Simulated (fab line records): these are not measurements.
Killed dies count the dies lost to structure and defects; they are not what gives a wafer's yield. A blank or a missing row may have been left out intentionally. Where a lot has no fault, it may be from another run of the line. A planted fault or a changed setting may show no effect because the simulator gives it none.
Matching of chambers / flow nand-harc / rie-si-01 running NHARC_A_ZERO_WELL_ETCH_13: 4 sister chambers
The step etches the open film in HBr/Cl2, target depth 120 nm, time 40.1 s. 22 wafers are shown with their chamber, then 11 later ones without.

WAFERS WITH THEIR CHAMBER
wafer=L074.1; chamber=3; drypump-motor-current-A (A)=5.8; he-backside-leak-sccm (sccm)=2.80; oes-product-au (a.u.)=0.996
wafer=L074.2; chamber=0; drypump-motor-current-A (A)=5.5; he-backside-leak-sccm (sccm)=2.56; oes-product-au (a.u.)=1.017
wafer=L074.3; chamber=2; drypump-motor-current-A (A)=6.4; he-backside-leak-sccm (sccm)=2.88; oes-product-au (a.u.)=0.996
wafer=L075.2; chamber=1; drypump-motor-current-A (A)=6.0; he-backside-leak-sccm (sccm)=2.82; oes-product-au (a.u.)=1.006
wafer=L075.3; chamber=0; drypump-motor-current-A (A)=5.5; he-backside-leak-sccm (sccm)=2.65; oes-product-au (a.u.)=1.007
wafer=L075.5; chamber=1; drypump-motor-current-A (A)=5.9; he-backside-leak-sccm (sccm)=2.68; oes-product-au (a.u.)=1.016
wafer=L080.1; chamber=1; drypump-motor-current-A (A)=6.0; he-backside-leak-sccm (sccm)=2.71; oes-product-au (a.u.)=1.010
wafer=L080.2; chamber=3; drypump-motor-current-A (A)=5.8; he-backside-leak-sccm (sccm)=2.75; oes-product-au (a.u.)=0.995
wafer=L080.4; chamber=0; drypump-motor-current-A (A)=5.5; he-backside-leak-sccm (sccm)=2.62; oes-product-au (a.u.)=1.009
wafer=L081.3; chamber=2; drypump-motor-current-A (A)=6.5; he-backside-leak-sccm (sccm)=2.96; oes-product-au (a.u.)=1.005
wafer=L081.5; chamber=3; drypump-motor-current-A (A)=5.8; he-backside-leak-sccm (sccm)=2.87; oes-product-au (a.u.)=1.001
wafer=L081.6; chamber=0; drypump-motor-current-A (A)=5.5; he-backside-leak-sccm (sccm)=2.70; oes-product-au (a.u.)=1.012
wafer=L083.1; chamber=2; drypump-motor-current-A (A)=6.5; he-backside-leak-sccm (sccm)=3.11; oes-product-au (a.u.)=1.001
wafer=L083.5; chamber=2; drypump-motor-current-A (A)=6.5; he-backside-leak-sccm (sccm)=3.00; oes-product-au (a.u.)=0.997
wafer=L083.6; chamber=3; drypump-motor-current-A (A)=5.8; he-backside-leak-sccm (sccm)=2.91; oes-product-au (a.u.)=1.007
wafer=L084.4; chamber=0; drypump-motor-current-A (A)=5.5; he-backside-leak-sccm (sccm)=2.64; oes-product-au (a.u.)=1.013
wafer=L084.5; chamber=2; drypump-motor-current-A (A)=6.5; he-backside-leak-sccm (sccm)=2.95; oes-product-au (a.u.)=1.022
wafer=L084.6; chamber=1; drypump-motor-current-A (A)=6.0; he-backside-leak-sccm (sccm)=2.73; oes-product-au (a.u.)=1.012
wafer=L087.3; chamber=1; drypump-motor-current-A (A)=5.9; he-backside-leak-sccm (sccm)=2.63; oes-product-au (a.u.)=1.013
wafer=L087.5; chamber=2; drypump-motor-current-A (A)=6.5; he-backside-leak-sccm (sccm)=3.10; oes-product-au (a.u.)=1.011
wafer=L087.6; chamber=3; drypump-motor-current-A (A)=5.8; he-backside-leak-sccm (sccm)=2.81; oes-product-au (a.u.)=0.985
wafer=L088.3; chamber=0; drypump-motor-current-A (A)=5.5; he-backside-leak-sccm (sccm)=2.57; oes-product-au (a.u.)=1.006

SIGNATURES (means of the wafers above)
reading=drypump-motor-current-A; chamber 0=5.500; chamber 1=5.960; chamber 2=6.483; chamber 3=5.800; scatter within a chamber=0.0336
reading=he-backside-leak-sccm; chamber 0=2.6233; chamber 1=2.7140; chamber 2=3.0000; chamber 3=2.8280; scatter within a chamber=0.0706
reading=oes-product-au; chamber 0=1.01067; chamber 1=1.01140; chamber 2=1.00533; chamber 3=0.99680; scatter within a chamber=0.00703
Rule: a wafer's distance from a chamber is the root of the sum, over the readings, of the square of ((its reading less the chamber's mean) divided by the reading's scatter). If the next closest chamber is less than 2 further off than the closest, the wafer can't be placed; otherwise it belongs to the closest. The scatter: the root of (the sum of the squares of (reading less its chamber's mean) over the shown wafers, divided by (wafers less chambers)).

WAFERS WITHOUT THEIR CHAMBER
wafer=L088.5; drypump-motor-current-A (A)=5.8; he-backside-leak-sccm (sccm)=2.83; oes-product-au (a.u.)=0.981
wafer=L088.6; drypump-motor-current-A (A)=6.5; he-backside-leak-sccm (sccm)=2.90; oes-product-au (a.u.)=1.011
wafer=L090.1; drypump-motor-current-A (A)=5.8; he-backside-leak-sccm (sccm)=2.90; oes-product-au (a.u.)=0.988
wafer=L090.4; drypump-motor-current-A (A)=5.5; he-backside-leak-sccm (sccm)=2.67; oes-product-au (a.u.)=1.004
wafer=L090.5; drypump-motor-current-A (A)=5.5; he-backside-leak-sccm (sccm)=2.62; oes-product-au (a.u.)=1.010
wafer=L094.2; drypump-motor-current-A (A)=5.8; he-backside-leak-sccm (sccm)=2.77; oes-product-au (a.u.)=0.993
wafer=L094.3; drypump-motor-current-A (A)=5.5; he-backside-leak-sccm (sccm)=2.67; oes-product-au (a.u.)=1.010
wafer=L094.4; drypump-motor-current-A (A)=6.5; he-backside-leak-sccm (sccm)=2.89; oes-product-au (a.u.)=1.004
wafer=L096.1; drypump-motor-current-A (A)=5.8; he-backside-leak-sccm (sccm)=2.70; oes-product-au (a.u.)=0.997
wafer=L096.5; drypump-motor-current-A (A)=5.8; he-backside-leak-sccm (sccm)=2.72; oes-product-au (a.u.)=0.993
wafer=L096.6; drypump-motor-current-A (A)=5.5; he-backside-leak-sccm (sccm)=2.62; oes-product-au (a.u.)=1.017

THE CHAMBER EACH PASSED THROUGH
wafer=L088.5; from the rows above=3; in truth=3
wafer=L088.6; from the rows above=2; in truth=2
wafer=L090.1; from the rows above=3; in truth=3
wafer=L090.4; from the rows above=0; in truth=0
wafer=L090.5; from the rows above=0; in truth=0
wafer=L094.2; from the rows above=3; in truth=3
wafer=L094.3; from the rows above=0; in truth=0
wafer=L094.4; from the rows above=2; in truth=2
wafer=L096.1; from the rows above=3; in truth=3
wafer=L096.5; from the rows above=3; in truth=3
wafer=L096.6; from the rows above=0; in truth=0
Correct placement for 11 of the 11. Not placeable from these rows: 0. Number placed wrongly: 0.
